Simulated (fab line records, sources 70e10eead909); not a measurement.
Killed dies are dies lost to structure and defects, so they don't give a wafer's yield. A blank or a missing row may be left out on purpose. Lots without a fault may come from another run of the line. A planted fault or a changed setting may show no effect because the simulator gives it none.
Which tool did it? | flow nand_harc | 6 lots, 18 wafers sampled, at 5 steps of a route of 1159

WHAT THE GAUGES READ, wafer by wafer
NHARC_END_SORT_01.
lot  | measured     | on        | sort_bin_2_pct (%)
L382 | day 20 00:45 | prober-01 | 1.6 2.1 1.5
L383 | day 20 09:12 | prober-01 | 0.9 1.0 1.0
L387 | day 20 21:56 | prober-02 | 1.3 1.8 1.5
L393 | day 22 09:38 | prober-02 | 2.1 2.1 1.0
L397 | day 23 23:44 | prober-01 | 2.5 94.8 2.5
L402 | day 24 22:18 | prober-02 | 1.0 1.3 1.5

WHICH TOOL RAN EACH LOT (tool, then ch and the chambers of the sampled wafers, then the start)
lot  | NHARC_A_M0_PVD_21            | NHARC_THIN_TSV_DEP_47           | NHARC_THIN_TSV_ETCH_59            | NHARC_THIN_TSV_STRIP_56
L382 | pvd_sputter-03, day 17 22:58 | pecvd-02 ch 0,2, day 19 02:26   | rie_metal-03 ch 0,1, day 19 06:47 | plasma_asher-01 ch 0,1, day 19 07:09
L383 | pvd_sputter-01, day 18 10:59 | pecvd-01 ch 0,2, day 19 14:54   | rie_metal-02 ch 0,1, day 19 19:11 | plasma_asher-01 ch 0,1, day 19 19:33
L387 | pvd_sputter-02, day 19 05:44 | pecvd-04 ch 0,1,2, day 20 07:10 | rie_metal-03 ch 0,1, day 20 11:38 | plasma_asher-02 ch 0,1, day 20 12:08
L393 | pvd_sputter-03, day 20 19:10 | pecvd-01 ch 1,2, day 21 19:45   | rie_metal-01 ch 0,1, day 22 00:07 | plasma_asher-01 ch 0,1, day 22 00:28
L397 | pvd_sputter-03, day 22 04:41 | pecvd-02 ch 0,2, day 23 09:43   | rie_metal-02 ch 1, day 23 14:16   | plasma_asher-01 ch 0,1, day 23 14:57
L402 | pvd_sputter-01, day 23 05:35 | pecvd-01 ch 0,1,2, day 24 07:41 | rie_metal-03 ch 0,1, day 24 12:07 | plasma_asher-02 ch 0,1, day 24 12:27
- NHARC_A_M0_PVD_21: deposits Cu, target thk 30 nm, time 20.49 s.
- NHARC_THIN_TSV_DEP_47: deposits SiO2, target thk 200 nm.
- NHARC_THIN_TSV_ETCH_59: etches the open film in Cl2/BCl3, target depth 880 nm, time 138.1 s.
- NHARC_THIN_TSV_STRIP_56: strips in O2.

THE ANSWER, worked out from the rows above alone
Rule: what is usual is taken from the lots themselves. Put in order of their means at a reading, lots are off if they are a third of the lots or fewer, leave a main group of 4 or more, and stand apart from it by a gap of 3 or more times the standard deviation of the main group's means; of several such gaps the widest counts. A main group whose means are all the same, to the digits that the tables above print for the reading, isn't used. A lot without any number at a reading at which 4 lots or more have one is off too. The other lots that the step has rows for count as sound.
Off: L397, at NHARC_END_SORT_01 (sort_bin_2_pct). The main group: mean 1.4 %, standard deviation 0.29.
A tool fits if, at a process step before that reading, it ran every lot that is off, and no sound lot after the first of them. The gauges at NHARC_END_SORT_01 are tried like those tools. Can't be told from this: 5 tools fit, pvd_sputter-03 at NHARC_A_M0_PVD_21, pecvd-02 at NHARC_THIN_TSV_DEP_47, rie_metal-02 at NHARC_THIN_TSV_ETCH_59, plasma_asher-01 at NHARC_THIN_TSV_STRIP_56, prober-01 at NHARC_END_SORT_01.

WHAT THE SIMULATOR HAD PUT IN
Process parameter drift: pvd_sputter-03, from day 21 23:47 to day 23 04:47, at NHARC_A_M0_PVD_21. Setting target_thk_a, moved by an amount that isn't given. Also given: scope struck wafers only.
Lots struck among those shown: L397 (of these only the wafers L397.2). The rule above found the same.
